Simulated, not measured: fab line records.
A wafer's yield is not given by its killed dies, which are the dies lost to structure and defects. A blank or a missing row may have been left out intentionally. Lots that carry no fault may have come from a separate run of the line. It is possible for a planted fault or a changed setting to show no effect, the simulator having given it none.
fab line records ; flow n5-finfet
[record] lots = 7; wafers = 19; last-day = 17
route steps=1938 shown BEOL_M0@721 BEOL_M4@1111
lots untouched by any fault: they come from a run of this same line in which no faults occurred
start-h: hours from the record's first day to the start of the lot's first wafer shown ; wait-h: time in hours since the lot's previous step ; " unchanged from the row above ; L1.1+2: one row covering several wafers at once ; - either no value or no given start ; * or withheld: withheld ; < > ~ a bound
route shown NAME@n: names a module that has steps shown in the file, with the first one's number in the route ; usual: mean and standard deviation over wafers with no fault ; same: alike in all rows ; chamber/n: place in a boat ; sites: each site's reading ; _std_site: their standard deviation ; _edge_site: mean of outer sites minus mean of inner sites ; radius-mm: for every site, how far away it sits from the centre of the wafer ; mask NAME#n: copy n ; behind: tool/chamber where the wafer was last shaped ; hold: the reason the lot was held/the length of the hold in hours/how it ended ; device: transistor that didn't switch, given as n, p or np ; end of line: the route-end tests of the same wafers ; a step with no rows: only its recipe ; killed: dies lost to structure and defects at the first sort, not the wafer's yield ; map: per-die view of a wafer (x killed, . not killed, _ where there is no die)
set.NAME: the setting that was run; set.NAME@STEP: the one run at that earlier step ; model.NAME: the simulator's own value behind a step, which no gauge read
lots seen at some steps along the route; tables by step, rows by wafer
services: when a tool's chamber went out of use (start-h, in hours from the record's first day, below 0 if earlier), for how many hours, and the reason
[[steps]]
[step N5_BEOL_M0_TRENCH_ETCH_107]
[recipe] chemistry = C4F6/O2; target-depth-a = 328; target = SiOC; time-s = 16.4; ion-energy-ev = 250; pressure-mtorr = 30; source-w = 355; bias-w = 185; Ar_flow_sccm = 300; C4F6_flow_sccm = 10; O2_flow_sccm = 10
[usual] drypump-motor-current-A = 5.6/0.33; oes-product-au = 0.80/0.096; rf-vpp-V = 663/12; showerhead-plenum-p-Torr = 2.88/0.09; throttle-valve-pct = 20.69/0.21
lot.wafer;tool;chamber;start-h;wait-h;drypump-motor-current-A;oes-product-au;rf-hours-counter-h;rf-vpp-V;showerhead-plenum-p-Torr;throttle-valve-pct
L359.1;rie-diel-04;3;137.27;0.0;5.0;0.93;21;667;3.03;20.62
L359.2;rie-diel-04;1;137.27;0.0;5.4;0.68;248;656;2.79;20.66
L359.4;rie-diel-04;3;137.27;0.0;5.0;0.94;-;668;3.03;20.65
L360.3;rie-diel-05;3;149.98;0.0;5.7;0.72;193;687;2.83;20.71
L360.4;rie-diel-05;2;149.98;0.0;5.8;0.71;181;655;2.94;20.44
L360.5;rie-diel-05;1;149.98;0.0;5.4;0.68;-;667;2.79;21.07
L364.3;rie-diel-02;1;169.88;0.0;5.4;0.96;2;681;2.92;20.89
L364.4;rie-diel-02;2;169.88;0.0;6.6;0.76;152;668;2.73;20.72
L364.5;rie-diel-02;3;169.88;0.0;5.5;0.89;-;641;2.80;20.96
L368.2;rie-diel-04;0;203.71;0.0;5.9;0.76;181;667;2.83;20.71
L368.5;rie-diel-04;0;203.71;0.0;5.9;0.76;-;666;2.83;20.71
L370.1;rie-diel-05;0;209.40;0.0;5.6;0.83;62;668;2.97;20.55
L370.2;rie-diel-05;1;209.40;0.0;5.4;0.96;8;666;2.79;20.74
L373.1;rie-diel-05;0;221.25;0.0;5.6;0.84;65;669;2.97;20.59
L373.5;rie-diel-05;3;221.25;0.0;5.7;0.70;-;684;2.82;20.75
L373.6;rie-diel-05;0;221.25;0.0;5.6;0.83;-;668;2.96;20.58
L376.1;rie-diel-02;2;243.32;0.0;6.6;0.73;176;668;2.72;20.75
L376.5;rie-diel-02;3;243.32;0.0;5.5;0.85;-;643;2.79;20.99
L376.6;rie-diel-02;0;243.32;0.0;5.4;0.78;-;668;2.86;20.68
[step N5_BEOL_M0_STRIP_142]
[recipe] chemistry = N2/H2; time-s = 10; power-w = 450; temp-c = 40; pressure-mtorr = 20; rf-frequency-hz = 6e+07; bias-power-w = 7; n2-flow-sccm = 200; h2-flow-sccm = 200
[step N5_BEOL_M0_OCD_MEAS_108]
[usual] trench-depth-nm = 32.7/0.56
lot.wafer;tool;chamber;start-h;wait-h;trench-depth-nm
L359.1;ocd-01;-;137.37;0.1;32.6
L359.2;ocd-01;-;137.37;0.1;32.0
L359.4;ocd-01;-;137.37;0.1;33.0
L360.3;ocd-02;-;150.10;0.1;32.4
L360.4;ocd-02;-;150.10;0.1;32.4
L360.5;ocd-02;-;150.10;0.1;32.5
L364.3;ocd-01;-;169.99;0.1;33.5
L364.4;ocd-01;-;169.99;0.1;33.3
L364.5;ocd-01;-;169.99;0.1;32.5
L368.2;ocd-02;-;203.81;0.1;33.2
L368.5;ocd-02;-;203.81;0.1;33.1
L370.1;ocd-02;-;209.51;0.1;32.7
L370.2;ocd-02;-;209.51;0.1;33.1
L373.1;ocd-02;-;221.35;0.1;33.0
L373.5;ocd-02;-;221.35;0.1;32.2
L373.6;ocd-02;-;221.35;0.1;32.2
L376.1;ocd-01;-;243.42;0.1;32.5
L376.5;ocd-01;-;243.42;0.1;31.9
L376.6;ocd-01;-;243.42;0.1;32.2
[step N5_BEOL_M0_HM_STRIP_129]
[recipe] chemistry = peroxide-tin-strip; material = TiN; target-depth-a = 170; temp-c = 50; time-s = 108
[step N5_BEOL_M0_SRD_130]
[recipe] time-s = 30; temp-c = 23; rinse-liquid = diw; dry = ipa-marangoni
[step N5_BEOL_M0_ETCH_109]
[recipe] chemistry = CH3F/O2; target-depth-a = 80; overetch-a = 24; target = SiCN; time-s = 27.4; ion-energy-ev = 120; pressure-mtorr = 30; source-w = 395; bias-w = 75; Ar_flow_sccm = 150; CH3F_flow_sccm = 30; O2_flow_sccm = 20
[usual] drypump-motor-current-A = 5.6/0.33; oes-product-au = 0.69/0.077; rf-vpp-V = 297.6/1.4; showerhead-plenum-p-Torr = 2.01/0.059; throttle-valve-pct = 16.17/0.16
lot.wafer;tool;chamber;start-h;wait-h;drypump-motor-current-A;oes-product-au;rf-hours-counter-h;rf-vpp-V;showerhead-plenum-p-Torr;throttle-valve-pct
L359.1;rie-diel-05;1;137.48;0.0;5.4;0.59;245;297.7;1.96;16.57
L359.2;rie-diel-05;2;137.48;0.0;5.8;0.61;177;298.7;2.07;15.97
L359.4;rie-diel-05;3;137.48;0.0;5.7;0.63;189;296.1;1.99;16.20
L360.3;rie-diel-02;2;150.21;0.0;6.6;0.65;143;295.1;1.92;16.15
L360.4;rie-diel-02;3;150.21;0.0;5.5;0.78;-;295.4;1.97;16.32
L360.5;rie-diel-02;0;150.21;0.0;5.4;0.69;-;299.0;2.02;16.09
L364.3;rie-diel-02;3;170.10;0.0;5.5;0.76;40;296.6;1.97;16.33
L364.4;rie-diel-02;0;170.10;0.0;5.4;0.68;112;297.1;2.01;16.10
L364.5;rie-diel-02;1;170.10;0.0;5.4;0.82;-;297.8;2.05;16.22
L368.2;rie-diel-05;0;203.92;0.0;5.6;0.72;59;299.8;2.09;16.06
L368.5;rie-diel-05;0;203.92;0.0;5.6;0.74;-;299.0;2.09;16.05
L370.1;rie-diel-05;2;209.62;0.0;5.8;0.59;208;297.5;2.06;16.00
L370.2;rie-diel-05;1;209.62;0.0;5.4;0.80;9;296.1;1.96;16.11
L373.1;rie-diel-02;2;221.46;0.0;6.5;0.64;169;295.1;1.91;16.22
L373.5;rie-diel-02;1;221.46;0.0;5.4;0.76;-;297.9;2.04;16.27
L373.6;rie-diel-02;0;221.46;0.0;5.4;0.68;-;297.4;2.01;16.14
L376.1;rie-diel-04;0;243.53;0.0;5.9;0.63;195;296.2;1.98;16.23
L376.5;rie-diel-04;2;243.53;0.0;5.7;0.62;-;298.7;2.08;16.55
L376.6;rie-diel-04;1;243.53;0.0;5.3;0.76;-;296.6;1.95;15.81
[step N5_BEOL_M0_STRIP_139]
[recipe] chemistry = post-etch-residue-remover; time-s = 60; temp-c = 25; remover-ph = withheld; remover-water-wt-pct = withheld; remover-fluoride-wt-pct = withheld
[step N5_BEOL_M0_SRD_111]
[recipe] time-s = 30; temp-c = 23; rinse-liquid = diw; dry = ipa-marangoni
[step N5_BEOL_M0_DEGAS_112]
[recipe] ambient = vacuum; temp-c = 250; time-s = 60
[usual] heater-power-w = 333/26
lot.wafer;tool;chamber;start-h;wait-h;heater-power-w
L359.1;pvd-sputter-02;-;138.05;0.4;308
L359.2;pvd-sputter-02;-;138.05;0.4;332
L359.4;pvd-sputter-02;-;138.05;0.4;306
L360.3;pvd-sputter-03;-;151.16;0.8;399
L360.4;pvd-sputter-03;-;151.16;0.8;335
L360.5;pvd-sputter-03;-;151.16;0.8;343
L364.3;pvd-sputter-03;-;170.78;0.5;393
L364.4;pvd-sputter-03;-;170.78;0.5;302
L364.5;pvd-sputter-03;-;170.78;0.5;319
L368.2;pvd-sputter-02;-;204.14;0.1;311
L368.5;pvd-sputter-02;-;204.14;0.1;350
L370.1;pvd-sputter-02;-;210.15;0.4;311
L370.2;pvd-sputter-02;-;210.15;0.4;314
L373.1;pvd-sputter-02;-;223.25;1.6;305
L373.5;pvd-sputter-02;-;223.25;1.6;349
L373.6;pvd-sputter-02;-;223.25;1.6;314
L376.1;pvd-sputter-03;-;243.87;0.2;330
L376.5;pvd-sputter-03;-;243.87;0.2;303
L376.6;pvd-sputter-03;-;243.87;0.2;328
[step N5_BEOL_M0_PRE_CLEAN_113]
[recipe] gas = H2/He; time-s = 30; temp-c = 250
[step N5_BEOL_M0_ALD_136]
[recipe] material = TaN; target-thk-a = *; temp-c = 275; ald-precursor-family = PDMAT; ald-co-reactant = NH3; pressure-torr = 3; carrier-flow-sccm = 1500; pulse-time-s = 2; purge-time-s = 3; co-reactant-purge-time-s = 2; co-reactant-pulse-time-s = 3; ald-cycles = 30; precursor-vessel-temp-c = 75; precursor-vessel-pressure-torr = 26.25; precursor-vessel-carrier-sccm = 1000
[usual] heater-power-w = 429/39
lot.wafer;tool;chamber;start-h;wait-h;heater-power-w
L359.1;ald-metal-01;3;138.15;0.0;391
L359.2;ald-metal-01;2;138.15;0.0;446
L359.4;ald-metal-01;1;138.15;0.0;433
L360.3;ald-metal-01;2;151.35;0.1;459
L360.4;ald-metal-01;0;151.35;0.1;451
L360.5;ald-metal-01;2;151.35;0.1;439
L364.3;ald-metal-01;2;170.88;0.0;461
L364.4;ald-metal-01;1;170.88;0.0;438
L364.5;ald-metal-01;2;170.88;0.0;454
L368.2;ald-metal-01;1;204.24;0.0;434
L368.5;ald-metal-01;1;204.24;0.0;432
L370.1;ald-metal-03;1;210.26;0.0;358
L370.2;ald-metal-03;3;210.26;0.0;462
L373.1;ald-metal-01;1;223.58;0.3;426
L373.5;ald-metal-01;3;223.58;0.3;391
L373.6;ald-metal-01;2;223.58;0.3;456
L376.1;ald-metal-03;1;243.97;0.0;355
L376.5;ald-metal-03;0;243.97;0.0;414
L376.6;ald-metal-03;1;243.97;0.0;355
[step N5_BEOL_M0_SURFACE_TREAT_137]
[recipe] gas = Ar; time-s = *; ion-energy-ev = *; ion-current-ma-cm2 = 0.5; pressure-mtorr = *; ar-flow-sccm = 30
[usual] throttle-valve-pct = *
lot.wafer;tool;chamber;start-h;wait-h;throttle-valve-pct
L359.1;pvd-sputter-03;-;138.62;0.4;*
L359.2;pvd-sputter-03;-;138.62;0.4;*
L359.4;pvd-sputter-03;-;138.62;0.4;*
L360.3;pvd-sputter-02;-;151.63;0.2;*
L360.4;pvd-sputter-02;-;151.63;0.2;*
L360.5;pvd-sputter-02;-;151.63;0.2;*
L364.3;pvd-sputter-02;-;171.13;0.1;*
L364.4;pvd-sputter-02;-;171.13;0.1;*
L364.5;pvd-sputter-02;-;171.13;0.1;*
L368.2;pvd-sputter-02;-;204.46;0.1;*
L368.5;pvd-sputter-02;-;204.46;0.1;*
L370.1;pvd-sputter-02;-;210.63;0.3;*
L370.2;pvd-sputter-02;-;210.63;0.3;*
L373.1;pvd-sputter-02;-;223.83;0.1;*
L373.5;pvd-sputter-02;-;223.83;0.1;*
L373.6;pvd-sputter-02;-;223.83;0.1;*
L376.1;pvd-sputter-03;-;244.20;0.1;*
L376.5;pvd-sputter-03;-;244.20;0.1;*
L376.6;pvd-sputter-03;-;244.20;0.1;*
[step N5_BEOL_M0_CVD_115]
[recipe] material = Co; target-thk-a = *; temp-c = withheld; precursor = CCTBA/H2; pressure-torr = 30; time-s = 120
[usual] run-length-s = 142.8/0.46
lot.wafer;tool;chamber;start-h;wait-h;run-length-s
L359.1;cvd-co-01;1;138.78;0.1;142.5
L359.2;cvd-co-01;0;138.78;0.1;142.8
L359.4;cvd-co-01;2;138.78;0.1;142.8
L360.3;cvd-co-01;1;151.69;0.0;143.0
L360.4;cvd-co-01;1;151.69;0.0;143.6
L360.5;cvd-co-01;2;151.69;0.0;142.8
L364.3;cvd-co-01;0;171.36;0.2;143.4
L364.4;cvd-co-01;0;171.36;0.2;143.2
L364.5;cvd-co-01;2;171.36;0.2;142.4
L368.2;cvd-co-01;1;204.52;0.0;99.3
L368.5;cvd-co-01;1;204.52;0.0;142.6
L370.1;cvd-co-01;0;210.70;0.0;99.3
L370.2;cvd-co-01;1;210.70;0.0;99.6
L373.1;cvd-co-01;0;224.06;0.2;99.4
L373.5;cvd-co-01;0;224.06;0.2;143.0
L373.6;cvd-co-01;1;224.06;0.2;142.5
L376.1;cvd-co-02;0;244.26;0.0;142.2
L376.5;cvd-co-02;2;244.26;0.0;143.2
L376.6;cvd-co-02;1;244.26;0.0;142.6
[step N5_BEOL_M0_SPUTTER_116]
[recipe] material = Cu; target-thk-a = 40; temp-c = -20; chamber-pressure-pa = 0.07; power-w = withheld; time-s = 7.37
[step N5_BEOL_M4_RC_MEAS_101]
[usual] DIBL_N = 35.8/1.8; DIBL_P = 35.9/2.2; IOFF_N = 0.16/0.035; IOFF_P = 0.21/0.04; ION_N = 672/11; ION_P = 461/7.4; SS_N = 71.4/0.64; SS_P = 73.2/0.67; VT_N = 250/3.5; VT_P = -251/3.4
lot.wafer;tool;chamber;start-h;wait-h;DIBL_N[mV/V];DIBL_P[mV/V];IOFF_N[nA/um];IOFF_P[nA/um];ION_N[uA/um];ION_P[uA/um];SS_N[mV/dec];SS_P[mV/dec];VT_N[mV];VT_P[mV]
L359.1;prober-02;0;188.33;0.0;34.7;35.5;0.14;0.21;660;466;71.8;73.4;251;-248
L359.2;prober-02;0;188.33;0.0;35.2;37.2;0.17;0.23;679;472;71.8;73.9;250;-249
L359.4;prober-02;0;188.33;0.0;32.8;33.4;0.12;0.17;668;463;70.9;72.6;253;-252
L360.3;prober-01;0;200.82;0.3;33.9;34.2;0.12;0.18;660;460;71.9;73.0;252;-252
L360.4;prober-01;0;200.82;0.3;36.0;35.9;0.15;0.20;662;455;72.1;73.7;253;-251
L360.5;prober-01;0;200.82;0.3;33.7;33.1;0.12;0.16;644;446;71.0;72.1;255;-252
L364.3;prober-01;0;218.83;0.3;39.5;39.7;0.23;0.26;674;458;73.1;74.3;246;-246
L364.4;prober-01;0;218.83;0.3;37.6;38.1;0.19;0.24;679;464;71.7;74.0;248;-248
L364.5;prober-01;0;218.83;0.3;37.3;38.0;0.19;0.25;679;461;72.2;74.4;247;-246
L368.2;prober-02;0;256.55;0.2;37.4;38.2;0.18;0.24;683;465;71.2;73.5;249;-246
L368.5;prober-02;0;256.55;0.2;37.3;36.5;0.17;0.21;670;459;71.1;73.5;251;-250
L370.1;prober-02;0;277.06;0.0;36.2;35.9;0.17;0.25;686;473;71.5;72.7;247;-246
L370.2;prober-02;0;277.06;0.0;38.5;39.0;0.22;0.31;691;479;71.3;74.1;244;-243
L373.1;prober-01;0;280.49;0.0;34.5;32.8;0.13;0.17;665;459;70.3;72.5;252;-252
L373.5;prober-01;0;280.49;0.0;35.9;35.6;0.17;0.21;687;471;71.5;72.8;244;-250
L373.6;prober-01;0;280.49;0.0;38.2;37.4;0.19;0.22;678;458;72.1;72.8;244;-251
L376.1;prober-01;0;287.79;0.0;30.4;29.3;0.08;0.11;638;447;69.6;72.1;261;-257
L376.5;prober-01;0;287.79;0.0;33.8;33.5;0.11;0.15;665;456;71.1;73.0;253;-256
L376.6;prober-01;0;287.79;0.0;38.0;38.3;0.19;0.23;689;467;71.5;74.1;247;-249
[[services]]
tool;chamber;start-h;hours;kind
cvd-co-02;1;114.69;-;clean
cvd-co-02;1;114.69;22.0;scheduled-down
cvd-co-02;1;114.69;22.0;vent-cycle
rie-diel-02;2;123.38;3.3;repair
rie-diel-02;3;124.20;18.9;repair
rie-diel-05;2;127.78;5.4;repair
rie-diel-04;0;133.20;5.6;repair
rie-diel-02;1;143.12;-;clean
rie-diel-02;1;143.12;-;consumable-replace:focus-ring
rie-diel-02;1;143.12;20.1;scheduled-down
rie-diel-02;1;143.12;20.1;vent-cycle
rie-diel-04;1;144.24;-;clean
rie-diel-04;1;144.24;-;consumable-replace:focus-ring
rie-diel-04;1;144.24;17.1;scheduled-down
rie-diel-04;1;144.24;17.1;vent-cycle
ald-metal-03;-;145.70;2.8;pm
rie-diel-05;1;153.82;-;clean
rie-diel-05;1;153.82;-;consumable-replace:focus-ring
rie-diel-05;1;153.82;20.4;scheduled-down
rie-diel-05;1;153.82;20.4;vent-cycle
rie-diel-05;3;207.52;3.0;repair
cvd-co-01;-;215.00;1.1;repair
ald-metal-03;-;222.29;1.4;repair
[[key]]
[first-sign] step = N5_BEOL_M0_CVD_115; reading = run-length-s; direction = down; sigmas = 94; usual = *; struck = *
effect none on later readings
met-at N5_BEOL_M0_CVD_115
struck-wafers L368.2,L370.1,L370.2,L373.1
sort-left-out L368.2,L370.1,L370.2,L373.1
onset-between 171.36 204.52
[fault] kind = process-parameter-drift; tool = cvd-co-01; chamber = -; onset-h = 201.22; steps = N5_BEOL_M0_CVD_115; channel = time-s; offset = *; shape = step; end-h = 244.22; scope = struck-wafers-only; acts-in = *; stated = *
// sort-left-out: the simulated sort isn't trusted on such a fault, so these wafers' sort isn't shown, and their yield isn't known
